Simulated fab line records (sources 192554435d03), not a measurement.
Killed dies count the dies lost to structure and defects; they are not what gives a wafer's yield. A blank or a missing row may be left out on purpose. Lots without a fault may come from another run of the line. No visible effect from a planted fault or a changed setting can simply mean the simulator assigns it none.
The tool behind it: which one? :: flow n5 finfet :: Sampling: 11 lots, 32 wafers, 3 of 1938 route steps

## WHAT THE GAUGES SHOWED, per wafer
N5_BEOL_M13_OVL_MEAS_29.
lot: L150
measured: day 10 23:38
on: overlay-02
M13_OVL (nm): -8 7 1

lot: L152
measured: day 11 02:18
on: overlay-02
M13_OVL (nm): 1 6 4

lot: L153
measured: day 11 13:59
on: overlay-01
M13_OVL (nm): 1 -3 -4

lot: L155
measured: day 12 04:41
on: overlay-02
M13_OVL (nm): 8 5 11

lot: L154
measured: day 12 04:56
on: overlay-01
M13_OVL (nm): 7 11 11

lot: L156
measured: day 12 05:05
on: overlay-01
M13_OVL (nm): -12 -6 -3

lot: L163
measured: day 14 12:16
on: overlay-02
M13_OVL (nm): 3 2 -2

lot: L164
measured: day 14 16:29
on: overlay-01
M13_OVL (nm): 10 5 21

lot: L167
measured: day 15 11:02
on: overlay-01
M13_OVL (nm): 2 -1

lot: L169
measured: day 15 11:44
on: overlay-02
M13_OVL (nm): 8 -3 -8

lot: L172
measured: day 16 23:16
on: overlay-01
M13_OVL (nm): 3 10 14

## TOOL THAT RAN EACH LOT (tool first, then ch and the chambers of the sampled wafers, then the start)
lot: L150
N5_BEOL_M13_STRIP_63: plasma asher-01 ch 0,1, day 10 22:55
N5_BEOL_M13_COAT_65: litho track-05 ch 0, day 10 23:10

lot: L152
N5_BEOL_M13_STRIP_63: plasma asher-02 ch 0,1, day 11 01:37
N5_BEOL_M13_COAT_65: litho track-02 ch 0, day 11 01:51

lot: L153
N5_BEOL_M13_STRIP_63: plasma asher-01 ch 0,1, day 11 13:18
N5_BEOL_M13_COAT_65: litho track-02 ch 0, day 11 13:32

lot: L155
N5_BEOL_M13_STRIP_63: plasma asher-02 ch 0,1, day 12 04:07
N5_BEOL_M13_COAT_65: litho track-02 ch 0, day 12 04:22

lot: L154
N5_BEOL_M13_STRIP_63: plasma asher-02 ch 0, day 12 04:15
N5_BEOL_M13_COAT_65: litho track-05 ch 0, day 12 04:30

lot: L156
N5_BEOL_M13_STRIP_63: plasma asher-01 ch 0,1, day 12 04:31
N5_BEOL_M13_COAT_65: litho track-01 ch 0, day 12 04:46

lot: L163
N5_BEOL_M13_STRIP_63: plasma asher-01 ch 0,1, day 14 11:36
N5_BEOL_M13_COAT_65: litho track-02 ch 0, day 14 11:49

lot: L164
N5_BEOL_M13_STRIP_63: plasma asher-02 ch 0,1, day 14 15:56
N5_BEOL_M13_COAT_65: litho track-02 ch 0, day 14 16:10

lot: L167
N5_BEOL_M13_STRIP_63: plasma asher-01 ch 0, day 15 10:21
N5_BEOL_M13_COAT_65: litho track-01 ch 0, day 15 10:36

lot: L169
N5_BEOL_M13_STRIP_63: plasma asher-01 ch 0,1, day 15 11:03
N5_BEOL_M13_COAT_65: litho track-01 ch 0, day 15 11:17

lot: L172
N5_BEOL_M13_STRIP_63: plasma asher-01 ch 1, day 16 22:42
N5_BEOL_M13_COAT_65: litho track-01 ch 0, day 16 22:56
- N5_BEOL_M13_STRIP_63: strips in N2/H2.
- N5_BEOL_M13_COAT_65: time 60 s, resist thk 350 nm.

## WHAT THE TOOLS THEMSELVES READ (means of the sampled wafers that have a number; where no wafer has one, the mark that the record gives instead)
N5_BEOL_M13_STRIP_63.
lot: L150
tool: plasma asher-01
drypump motor current A (A): 5.4
heater power w (W): 311
oes product au (a.u.): 0.679
strip time to endpoint s (s): 27.7

lot: L152
tool: plasma asher-02
drypump motor current A (A): 6.1
heater power w (W): 304
oes product au (a.u.): 0.673
strip time to endpoint s (s): 27.1

lot: L153
tool: plasma asher-01
drypump motor current A (A): 5.4
heater power w (W): 310
oes product au (a.u.): 0.674
strip time to endpoint s (s): 28.0

lot: L155
tool: plasma asher-02
drypump motor current A (A): 5.8
heater power w (W): 303
oes product au (a.u.): 0.675
strip time to endpoint s (s): 26.9

lot: L154
tool: plasma asher-02
drypump motor current A (A): 6.4
heater power w (W): 303
oes product au (a.u.): 0.675
strip time to endpoint s (s): 27.1

lot: L156
tool: plasma asher-01
drypump motor current A (A): 5.4
heater power w (W): 312
oes product au (a.u.): 0.679
strip time to endpoint s (s): 27.9

lot: L163
tool: plasma asher-01
drypump motor current A (A): 5.4
heater power w (W): 313
oes product au (a.u.): 0.672
strip time to endpoint s (s): 26.7

lot: L164
tool: plasma asher-02
drypump motor current A (A): 5.8
heater power w (W): 300
oes product au (a.u.): 0.677
strip time to endpoint s (s): 28.1

lot: L167
tool: plasma asher-01
drypump motor current A (A): 5.0
heater power w (W): 322
oes product au (a.u.): 0.677
strip time to endpoint s (s): 26.8

lot: L169
tool: plasma asher-01
drypump motor current A (A): 5.3
heater power w (W): 312
oes product au (a.u.): 0.671
strip time to endpoint s (s): 27.7

lot: L172
tool: plasma asher-01
drypump motor current A (A): 5.6
heater power w (W): 307
oes product au (a.u.): 0.672
strip time to endpoint s (s): 28.3

N5_BEOL_M13_COAT_65.
lot: L150
tool: litho track-05
heater power total W (W): 500.6
plate temp C (C): 249.92

lot: L152
tool: litho track-02
heater power total W (W): 499.7
plate temp C (C): 250.08

lot: L153
tool: litho track-02
heater power total W (W): 499.7
plate temp C (C): 249.95

lot: L155
tool: litho track-02
heater power total W (W): 500.4
plate temp C (C): 250.14

lot: L154
tool: litho track-05
heater power total W (W): 502.3
plate temp C (C): 249.95

lot: L156
tool: litho track-01
heater power total W (W): 500.8
plate temp C (C): 249.90

lot: L163
tool: litho track-02
heater power total W (W): 484.5
plate temp C (C): 243.90

lot: L164
tool: litho track-02
heater power total W (W): 484.8
plate temp C (C): 243.85

lot: L167
tool: litho track-01
heater power total W (W): 500.1
plate temp C (C): 250.12

lot: L169
tool: litho track-01
heater power total W (W): 499.4
plate temp C (C): 249.93

lot: L172
tool: litho track-01
heater power total W (W): 500.3
plate temp C (C): 249.81

## THE ANSWER, worked out from the rows above alone
Rule: the lots themselves supply what counts as usual. The widest of any qualifying gaps counts: lots, ordered by their means at a reading, are off when they make up no more than a third of the lots, leave a main group of 4 or more, and stand apart from it by 3 or more times the standard deviation of that group's means. Not used: any main group whose means are identical at the precision the tables above print for the reading. Also off: a lot with no number at a reading for which 4 or more lots have one. The other lots that the step has rows for count as sound. First the gauges in route order, then the tools' own readings, where a lot's mean is used as printed above. The first step at which some lot is off is used, and at that step the reading that is off furthest; a lot without a number counts as furthest.
Off at N5_BEOL_M13_COAT_65 (plate temp C): L163, L164. Mean 249.98 C and standard deviation 0.1 in the main group.
If a tool, at that step or one of the process steps before it, ran each lot that is off and ran no sound lot following the first of them, it fits. One fits: litho track-02 at N5_BEOL_M13_COAT_65. A fault onset in the window from L155 (day 12 04:22, its last sound lot) to L163 (day 14 11:49, its first lot off) fits.
The tool's own readings at N5_BEOL_M13_COAT_65 bear it out: on the lots that are off they differ by more than 5 times the standard deviation of the sound lots' means. heater power total W reads 484.6 W there against 500.4 W on the sound lots; plate temp C reads 243.88 C there against 249.98 C on the sound lots.

## WHAT THE SIMULATOR PUT IN
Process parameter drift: litho track-02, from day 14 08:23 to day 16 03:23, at N5_BEOL_M13_COAT_65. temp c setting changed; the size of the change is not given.
Shown lots that were struck: L163, L164. The rule given above showed the same thing.
